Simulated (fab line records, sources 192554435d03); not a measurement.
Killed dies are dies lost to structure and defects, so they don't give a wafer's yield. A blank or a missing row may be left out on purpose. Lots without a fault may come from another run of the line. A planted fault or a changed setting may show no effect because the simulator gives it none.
Split-lot experiment | flow n5_finfet | 7 lots, 21 wafers read, on a route of 1938 steps

THE SPLIT
At N5_MIM_BOT_SPUTTER_00 (material TiN, target thk 35 nm, time 89.7 s), the setting time_s was moved away from the recipe's 89.7 s on 5 of the 21 wafers read, by -14.1% to +14.4%. The other wafers ran this setting at the recipe's value.

The reading is taken at the split's own step.

THE READING
TiN_of_MIM_BOT_SPUTTER_00.thk_nm (the simulator's own value, which no gauge read), in nm, at N5_MIM_BOT_SPUTTER_00 (material TiN, target thk 35 nm, time 89.7 s). The file gives no usual value for it. The 16 wafers here that ran the recipe average 35.1 nm, standard deviation 0.28 nm.

wafer  | tool, chamber at the split | time_s as run, s | against the recipe | TiN_of_MIM_BOT_SPUTTER_00.thk_nm, nm | against lot-mates on the recipe
L076.1 | pvd_sputter-01, -          | 89.7             | recipe             | 35.4                                 | -
L076.2 | pvd_sputter-01, -          | 89.7             | recipe             | 35.2                                 | -
L076.6 | pvd_sputter-01, -          | 89.7             | recipe             | 35.6                                 | -
L078.1 | pvd_sputter-02, -          | 89.7             | recipe             | 35.4                                 | -
L078.4 | pvd_sputter-02, -          | 89.7             | recipe             | 35.4                                 | -
L078.5 | pvd_sputter-02, -          | 89.7             | recipe             | 35                                   | -
L081.3 | pvd_sputter-03, -          | 89.7             | recipe             | 34.6                                 | -
L081.4 | pvd_sputter-03, -          | 89.7             | recipe             | 34.6                                 | -
L081.6 | pvd_sputter-03, -          | 94.77            | +5.7%              | 36.8                                 | +2.2
L085.2 | pvd_sputter-01, -          | 77.08            | -14.1%             | 30.4                                 | -4.8
L085.5 | pvd_sputter-01, -          | 77.08            | -14.1%             | 30.6                                 | -4.6
L085.6 | pvd_sputter-01, -          | 89.7             | recipe             | 35.2                                 | -
L084.1 | pvd_sputter-01, -          | 89.7             | recipe             | 35.4                                 | -
L084.4 | pvd_sputter-01, -          | 99.18            | +10.6%             | 39                                   | +3.8
L084.6 | pvd_sputter-01, -          | 89.7             | recipe             | 35                                   | -
L088.1 | pvd_sputter-01, -          | 89.7             | recipe             | 35.2                                 | -
L088.5 | pvd_sputter-01, -          | 89.7             | recipe             | 35.2                                 | -
L088.6 | pvd_sputter-01, -          | 89.7             | recipe             | 34.8                                 | -
L090.1 | pvd_sputter-01, -          | 102.6            | +14.4%             | 39.8                                 | +4.8
L090.2 | pvd_sputter-01, -          | 89.7             | recipe             | 35                                   | -
L090.5 | pvd_sputter-01, -          | 89.7             | recipe             | 35                                   | -

THE FIT
A straight line over all 21 wafers: TiN_of_MIM_BOT_SPUTTER_00.thk_nm changes by +0.332 nm for each +1% of time_s; r = +0.99; the points scatter about the line by 0.28 nm.
The same after taking each lot's own level away (the mean of its wafers on the recipe; 21 wafers): +0.34 nm for each +1%; r = +1.00; scatter 0.17 nm.
On that fit, the largest move of time_s shifts the reading by 4.9 nm.
The lots' own levels span 34.60 to 35.40 nm, that is 2.8 times the standard deviation above.
So the lot-to-lot level changes the slope little: the two slopes agree.
Check: with one of the wafers moved furthest among these (+14.4%) left out of the fit, the line predicts +4.97 nm for it against its lot-mates. It came out at +4.8 nm against them.

OTHER SPLITS ON THESE WAFERS
These wafers also went through other splits before the reading. Each is held against what the fit with the lots' levels taken away leaves over:
other split on the same wafers      | wafers away from the commonest value | r with TiN_of_MIM_BOT_SPUTTER_00.thk_nm (lot level and that fit taken away)
N5_BEOL_M14_EXPOSE_07 dose_mj       | 4                                    | -0.29
N5_BEOL_M15_EXPOSE_07 dose_mj       | 7                                    | -0.01
N5_BEOL_M15_STRIP_63 pressure_mtorr | 15                                   | +0.04
N5_BEOL_M15_CMP_49 down_force_psi   | 6                                    | -0.04

THE FILE'S OWN FIT
TiN_of_MIM_BOT_SPUTTER_00.thk_nm changes by +0.342 nm for each +1% of time_s, r = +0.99.
